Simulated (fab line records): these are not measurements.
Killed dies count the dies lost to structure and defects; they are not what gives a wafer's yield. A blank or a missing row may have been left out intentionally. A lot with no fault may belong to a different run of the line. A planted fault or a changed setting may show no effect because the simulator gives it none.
A single fault, viewed from 3 desks -- flow nandHarc -- each desk holds nothing but its own numbers, with what lay behind them at the end

== AT THE TOOL OWNER'S DESK: aldHk-04 ==
The tool's own readings at NHARC_A_WL_FILL_ALD_00 (deposits Al2O3, target thk 3 nm, pulse time 3 s, ald cycles 30): means of the sampled wafers that have a number, for each lot that ran on this tool. If a lot's mean is further than 4 standard deviations from the usual mean, the lot is out of limits and carries the mark OUT (the distance appears in the brackets).
Columns: A = heaterPowerW at NHARC_A_WL_FILL_ALD_00, usual 457 W; B = precursorPulseHeightRel at NHARC_A_WL_FILL_ALD_00, usual 1.002
lot,first seen here,A,B
L516,day 16 19:19,433,0.998
L519,day 17 09:46,447,0.982
L521,day 17 09:57,452,0.991
This desk found nothing out of limits on any of the 3 lots.

== AT THE METROLOGY DESK ==
Means of the sampled wafers that have a number, per lot and without regard to the tool the lot ran on: this is what the gauges read. If a lot's mean is further than 4 standard deviations from the usual mean, the lot is out of limits and carries the mark OUT (the distance appears in the brackets).
Columns: A = cdNm at NHARC_A_SLIT_CD_MEAS_21, usual 289.3 nm
lot,first seen here,A
L514,day 15 10:58,287.8
L516,day 16 11:56,289.7
L521,day 17 03:13,287.0
L519,day 17 03:35,288.5
L529,day 19 07:02,289.3
L530,day 19 08:44,288.1
This desk found nothing out of limits on any of the 6 lots.

== THE DEFECT DESK ==
Counts from the inspections along the route, per lot, as means over the sampled wafers that have a number. If a lot's mean is further than 4 standard deviations from the usual mean, the lot is out of limits and carries the mark OUT (the distance appears in the brackets).
Columns: A = rawDefectCount at NHARC_A_SIN_REMOVE_INSPECT_04, usual 295
lot,first seen here,A
L514,day 15 18:11,272
L516,day 16 19:05,193
L519,day 17 09:25,262
L521,day 17 09:25,359
L530,day 19 14:37,338
L529,day 19 14:38,307
This desk found nothing out of limits on any of the 6 lots.

== BROUGHT TOGETHER ==
The tool owner's desk saw nothing out of limits.
From the metrology desk's view, nothing was out of limits.
The defect desk saw nothing out of limits.

== WHAT HAD BEEN PUT IN BY THE SIMULATOR ==
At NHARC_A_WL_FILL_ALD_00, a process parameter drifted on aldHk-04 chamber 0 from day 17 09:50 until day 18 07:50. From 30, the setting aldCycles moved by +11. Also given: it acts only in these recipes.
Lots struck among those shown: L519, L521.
